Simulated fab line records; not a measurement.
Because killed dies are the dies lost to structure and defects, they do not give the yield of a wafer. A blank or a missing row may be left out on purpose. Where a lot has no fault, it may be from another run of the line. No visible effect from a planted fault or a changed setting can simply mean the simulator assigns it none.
fab line records    flow nand_harc    part 2 of 2: steps 5 to 6 of 6
record lots=22  wafers=66  last_day=24
route steps=1159 shown A_STAIRCASE@700 A_SGD_CUT@761
lots with no fault: from the same line, run without faults
start_h: hours from the record's first day to the start of the lot's first wafer shown    wait_h: time in hours since the lot's previous step    " unchanged from the row above    L1.1+2: one row covering several wafers at once    - no value present, or no start provided    * or withheld: withheld    < > ~ a bound
route shown NAME@n: a module of which the file shows steps, and the number in the route of the first    usual: average and standard deviation across the fault-free wafers    same: alike in all rows    chamber/n: place in a boat    sites: the reading at each site    _std_site: standard deviation across them    _edge_site: mean of outer sites minus mean of inner sites    radius_mm: for every site, how far away it sits from the centre of the wafer    mask NAME#n: copy n    behind: tool/chamber where the wafer was last shaped    hold: the reason the lot was held/the length of the hold in hours/how it ended    device: the n, p or np transistor that did not switch    end of line: tests run on the same wafers once the route is complete    where a step has no rows: the recipe by itself    killed: the dies lost at the first sort to structure and to defects; this is not the yield of the wafer    map: the dies of a wafer, with x for killed, . for not killed, _ for no die there
set.NAME: the setting as run; set.NAME@STEP: as run at that earlier step    model.NAME: the simulator's own value behind a step, which no gauge read
the route's steps for a sample of lots (tables are steps, rows are wafers)
services: the hour from which a tool's chamber was out of use, counted from the record's first day as start_h (under 0 if before that day), plus the number of hours and why
## steps
# step NHARC_A_SGD_CUT_ETCH_58
# recipe target_depth_a=390  over_etch_frac=0.3  time_s=65  ion_energy_ev=80  cf4_flow_sccm=150  ar_flow_sccm=0  rf_w=300  bias_w=100  chemistry=CF4
# usual drypump_motor_current_A=5.6/0.33  oes_product_au=1.000/0.0076  rf_fwd_power_W=297.3/1.1  rf_vpp_V=151.7/1.1  showerhead_plenum_p_Torr=1.80/0.071  throttle_valve_pct=13.284/0.0091
# same time_s=65
lot.wafer  tool         chamber  start_h  wait_h  drypump_motor_current_A  oes_product_au  rf_fwd_power_W  rf_hours_counter_h  rf_vpp_V  showerhead_plenum_p_Torr  throttle_valve_pct
L074.2     rie_diel-09  2        306.47   0.1     5.9                      1.008           300.0           2                   150.0     1.73                      13.283
L074.4     "            3        "        "       5.8                      1.000           297.0           2                   150.2     1.72                      13.279
L074.5     "            3        "        "       5.8                      0.991           298.0           -                   150.4     1.72                      13.286
L075.4     rie_diel-11  1        320.29   0.1     5.6                      1.013           296.2           11                  151.6     1.87                      13.284
L075.3     "            2        "        "       4.7                      1.006           296.5           11                  153.2     1.89                      13.295
L075.6     "            2        "        "       4.7                      1.015           298.0           -                   152.7     1.89                      13.282
L076.2     rie_diel-09  0        332.68   0.1     5.9                      0.986           297.2           3                   152.2     1.81                      13.296
L076.4     "            3        "        "       5.8                      0.983           297.1           4                   151.1     1.72                      13.281
L076.5     "            0        "        "       5.9                      0.999           296.0           -                   151.5     1.81                      13.295
L077.2     rie_diel-11  0        335.11   0.1     5.5                      0.993           296.9           13                  153.2     1.89                      13.280
L077.1     "            1        "        "       5.6                      1.003           297.3           13                  153.4     1.86                      13.279
L077.4     "            2        "        "       4.6                      1.005           297.4           12                  153.5     1.88                      13.279
L079.1     rie_diel-11  1        349.88   0.1     5.6                      0.998           297.1           15                  152.7     1.86                      13.280
L079.6     "            0        "        "       5.5                      1.002           298.1           -                   151.6     1.89                      13.294
L079.5     "            1        "        "       5.6                      1.003           296.3           -                   152.3     1.87                      13.280
L081.2     rie_diel-09  2        350.35   0.1     6.0                      0.996           298.7           5                   151.1     1.73                      13.271
L081.3     "            0        "        "       6.0                      0.989           298.8           4                   152.0     1.81                      13.285
L081.6     "            2        "        "       6.0                      0.997           299.1           -                   151.3     1.73                      13.281
L080.4     rie_diel-09  2        350.65   0.2     6.0                      1.010           298.3           5                   149.8     1.73                      13.299
L080.3     "            1        "        "       5.3                      0.999           297.3           5                   151.2     1.80                      13.290
L080.5     "            3        "        "       5.7                      0.995           297.8           -                   150.0     1.72                      13.299
L084.1     rie_diel-07  1        370.14   0.1     5.3                      1.008           298.8           15                  148.8     1.70                      13.293
L084.3     "            3        "        "       5.3                      1.018           295.5           14                  152.8     1.77                      13.265
L084.6     "            1        "        "       5.3                      1.004           298.8           -                   151.2     1.70                      13.291
L083.1     rie_diel-09  3        370.41   0.1     5.7                      0.989           299.4           6                   150.1     1.72                      13.281
L083.3     "            0        "        "       6.0                      1.003           296.1           6                   152.7     1.80                      13.274
L083.5     "            1        "        "       5.3                      1.004           296.0           -                   151.0     1.80                      13.276
L082.4     rie_diel-07  2        372.12   0.1     5.5                      1.011           297.7           13                  153.0     1.82                      13.282
L082.3     "            3        "        "       5.4                      1.006           297.0           15                  151.3     1.77                      13.295
L082.6     "            0        "        "       6.0                      0.993           296.4           -                   149.3     1.69                      13.286
L086.4     rie_diel-11  2        381.19   0.1     4.7                      1.003           298.8           0                   153.2     1.88                      13.290
L086.2     "            3        "        "       5.6                      1.003           296.5           0                   153.5     1.89                      13.280
L086.6     "            2        "        "       4.7                      1.002           297.9           -                   152.8     1.88                      13.287
L085.3     rie_diel-11  0        382.60   0.1     5.5                      1.014           298.7           0                   152.4     1.89                      13.296
L085.4     "            2        "        "       4.7                      1.003           296.3           0                   152.9     1.88                      13.286
L085.5     "            0        "        "       5.5                      1.008           298.6           -                   152.6     1.89                      13.275
L087.2     rie_diel-09  2        394.93   0.1     5.9                      0.992           299.0           8                   151.4     1.73                      13.297
L087.5     "            3        "        "       5.7                      0.997           297.2           -                   152.0     1.72                      13.295
L087.6     "            0        "        "       6.0                      0.999           296.5           -                   151.4     1.80                      13.278
L090.1     rie_diel-07  3        400.10   0.1     5.3                      1.001           295.7           17                  151.1     1.76                      13.292
L090.2     "            1        "        "       5.3                      1.000           297.7           18                  151.7     1.70                      13.285
L090.6     "            0        "        "       5.9                      1.009           295.7           -                   149.1     1.69                      13.280
L089.4     rie_diel-09  1        401.01   0.1     5.3                      0.999           297.9           9                   152.3     1.80                      13.280
L089.1     "            2        "        "       5.9                      1.005           297.6           9                   150.2     1.73                      13.281
L089.2     "            0        "        "       6.0                      0.981           295.0           8                   151.7     1.80                      13.298
L092.1     rie_diel-07  3        421.52   0.1     5.3                      1.003           296.5           0                   151.4     1.76                      13.267
L092.3     "            0        "        "       5.9                      0.999           298.0           0                   150.8     1.69                      13.281
L092.5     "            0        "        "       6.0                      0.999           296.0           -                   149.6     1.69                      13.302
L094.1     rie_diel-09  3        421.69   0.1     5.7                      0.982           296.6           9                   151.3     1.72                      13.275
L094.5     "            0        "        "       5.9                      0.994           295.5           -                   151.1     1.80                      13.301
L094.6     "            1        "        "       5.3                      0.994           296.8           -                   151.6     1.80                      13.278
L093.2     rie_diel-11  1        422.03   0.1     5.7                      0.990           297.8           5                   152.7     1.86                      13.293
L093.1     "            3        "        "       5.6                      0.995           296.3           5                   151.5     1.89                      13.297
L093.6     "            3        "        "       5.6                      0.986           294.0           -                   153.2     1.89                      13.270
L091.1     rie_diel-09  1        423.06   0.1     5.3                      0.996           299.2           10                  152.3     1.80                      13.286
L091.2     "            2        "        "       5.9                      1.000           298.9           10                  151.2     1.73                      13.292
L091.5     "            2        "        "       5.9                      0.999           297.3           -                   151.1     1.73                      13.278
L095.1     rie_diel-07  2        429.87   0.1     5.5                      0.999           298.4           2                   152.5     1.82                      13.282
L095.4     "            0        "        "       5.9                      0.993           296.9           2                   151.0     1.69                      13.281
L095.5     "            2        "        "       5.5                      0.988           297.3           -                   152.8     1.82                      13.286
L096.2     rie_diel-11  0        429.98   0.1     5.5                      0.994           299.1           6                   152.6     1.89                      13.287
L096.4     "            3        "        "       5.6                      0.997           295.7           6                   153.1     1.89                      13.276
L096.6     "            1        "        "       5.6                      1.002           297.1           -                   152.3     1.86                      13.280
L097.1     rie_diel-07  1        440.02   0.1     5.3                      0.991           297.8           3                   150.1     1.70                      13.312
L097.2     "            3        "        "       5.3                      1.000           296.3           4                   150.2     1.76                      13.285
L097.4     "            0        "        "       5.9                      1.004           296.6           4                   149.7     1.69                      13.300
# step NHARC_A_SGD_CUT_ETCH_16
# recipe target_depth_a=3105  time_s=155.2  c4f8_flow_sccm=withheld  o2_flow_sccm=8  ar_flow_sccm=withheld  rf_w=600  bias_w=800  chemistry=C4F8/O2/Ar
# usual oes_product_au=0.973/0.012  rf_fwd_power_W=597.6/2.1  rf_vpp_V=725/4.2
# same time_s=155.2
lot.wafer  tool         chamber  start_h  wait_h  oes_product_au  rf_fwd_power_W  rf_hours_counter_h  rf_vpp_V
L074.4     rie_diel-09  2        -        -       0.960           597.8           2                   721
L074.2     "            0        "        "       0.961           598.3           2                   725
L074.5     "            2        "        "       0.947           598.9           -                   721
L075.3     rie_diel-11  2        -        -       0.947           595.4           11                  731
L075.4     "            0        "        "       0.955           596.5           11                  731
L075.6     "            2        "        "       0.934           594.2           -                   731
L076.2     rie_diel-09  3        -        -       0.970           596.0           4                   720
L076.4     "            0        "        "       0.966           595.8           3                   725
L076.5     "            0        "        "       0.984           596.3           -                   726
L077.4     rie_diel-11  2        -        -       0.975           598.5           13                  728
L077.1     "            3        "        "       0.981           596.1           13                  731
L077.2     "            0        "        "       0.973           600.8           13                  730
L079.1     rie_diel-11  2        -        -       0.975           597.1           14                  731
L079.6     "            1        "        "       0.971           596.3           -                   729
L079.5     "            2        "        "       0.980           598.4           -                   729
L081.2     rie_diel-09  1        -        -       0.983           596.8           5                   726
L081.3     "            3        "        "       0.963           600.2           5                   719
L081.6     "            1        "        "       0.985           594.2           -                   726
L080.3     rie_diel-09  1        -        -       0.968           592.7           5                   726
L080.4     "            3        "        "       0.955           600.2           5                   720
L080.5     "            2        "        "       0.974           597.6           -                   722
L084.3     rie_diel-07  2        -        -       0.967           600.5           13                  727
L084.1     "            0        "        "       0.977           595.8           14                  720
L084.6     "            3        "        "       0.972           596.3           -                   723
L083.1     rie_diel-09  1        -        -       0.981           598.7           7                   725
L083.3     "            3        "        "       0.978           601.2           6                   719
L083.5     "            2        "        "       0.974           600.9           -                   721
L082.3     rie_diel-07  3        -        -       0.977           595.6           15                  723
L082.4     "            1        "        "       0.969           593.2           16                  719
L082.6     "            2        "        "       0.992           599.6           -                   726
L086.2     rie_diel-11  0        -        -       0.970           599.0           0                   731
L086.4     "            2        "        "       0.978           597.0           0                   730
L086.6     "            0        "        "       0.967           599.0           -                   730
L085.3     rie_diel-11  2        -        -       0.988           597.4           1                   732
L085.4     "            3        "        "       0.986           595.5           1                   730
L085.5     "            0        "        "       0.976           596.0           -                   730
L087.2     rie_diel-09  2        -        -       0.962           600.1           8                   721
L087.6     "            3        "        "       0.972           600.0           -                   720
L087.5     "            0        "        "       0.977           597.1           -                   726
L090.2     rie_diel-07  1        -        -       0.983           596.8           19                  720
L090.1     "            3        "        "       0.969           597.9           18                  723
L090.6     "            0        "        "       0.975           594.6           -                   719
L089.1     rie_diel-09  1        -        -       0.976           596.2           9                   726
L089.4     "            2        "        "       0.970           597.0           9                   719
L089.2     "            3        "        "       0.960           599.4           8                   719
L092.1     rie_diel-07  3        -        -       0.980           596.2           1                   724
L092.3     "            0        "        "       0.966           596.9           1                   719
L092.5     "            2        "        "       0.981           596.4           -                   727
L094.1     rie_diel-09  3        -        -       0.973           596.9           9                   721
L094.5     "            1        "        "       0.966           598.8           -                   725
L094.6     "            2        "        "       0.982           602.8           -                   722
L093.1     rie_diel-11  1        -        -       0.970           594.0           5                   729
L093.2     "            3        "        "       0.965           599.6           5                   731
L093.6     "            1        "        "       0.975           595.3           -                   728
L091.1     rie_diel-09  2        -        -       0.956           601.8           10                  721
L091.2     "            3        "        "       0.956           597.8           9                   720
L091.5     "            2        "        "       0.962           597.9           -                   721
L095.1     rie_diel-07  1        -        -       0.973           598.7           2                   718
L095.4     "            2        "        "       0.981           604.1           2                   725
L095.5     "            0        "        "       0.966           596.1           -                   719
L096.2     rie_diel-11  1        -        -       0.987           597.4           6                   728
L096.4     "            2        "        "       0.994           599.9           6                   729
L096.6     "            1        "        "       0.986           596.1           -                   729
L097.1     rie_diel-07  1        -        -       0.944           601.7           4                   719
L097.2     "            2        "        "       0.951           597.7           4                   726
L097.4     "            3        "        "       0.952           601.2           4                   724
## services
tool         chamber  start_h  hours  kind
rie_diel-06  -        241.34   9.0    pm
rie_diel-09  -        254.10   9.0    pm
rie_diel-07  2        268.93   26.2   repair
pecvd-01     -        268.94   0.7    repair
cmp-01       -        277.52   4.0    pm
rie_diel-07  -        280.09   0.8    repair
rie_diel-07  3        285.42   7.4    repair
rie_diel-06  -        288.22   5.2    repair
pecvd-03     -        292.01   13.0   pm
rie_diel-11  1        300.12   3.2    repair
cmp-01       -        324.49   0.6    repair
rie_diel-07  0        328.96   2.8    repair
rie_diel-07  0        347.93   2.9    repair
cmp-01       -        353.74   1.3    repair
pecvd-03     -        357.30   1.9    repair
rie_diel-11  -        366.51   9.0    pm
cmp-01       -        369.58   3.1    repair
cmp-01       -        375.65   4.0    pm
rie_diel-07  -        405.20   9.0    pm
rie_diel-11  1        411.18   2.3    repair
rie_diel-06  -        418.53   9.0    pm
rie_diel-11  2        421.01   2.3    repair
rie_diel-09  -        431.12   9.0    pm
cmp-01       -        440.48   1.1    repair
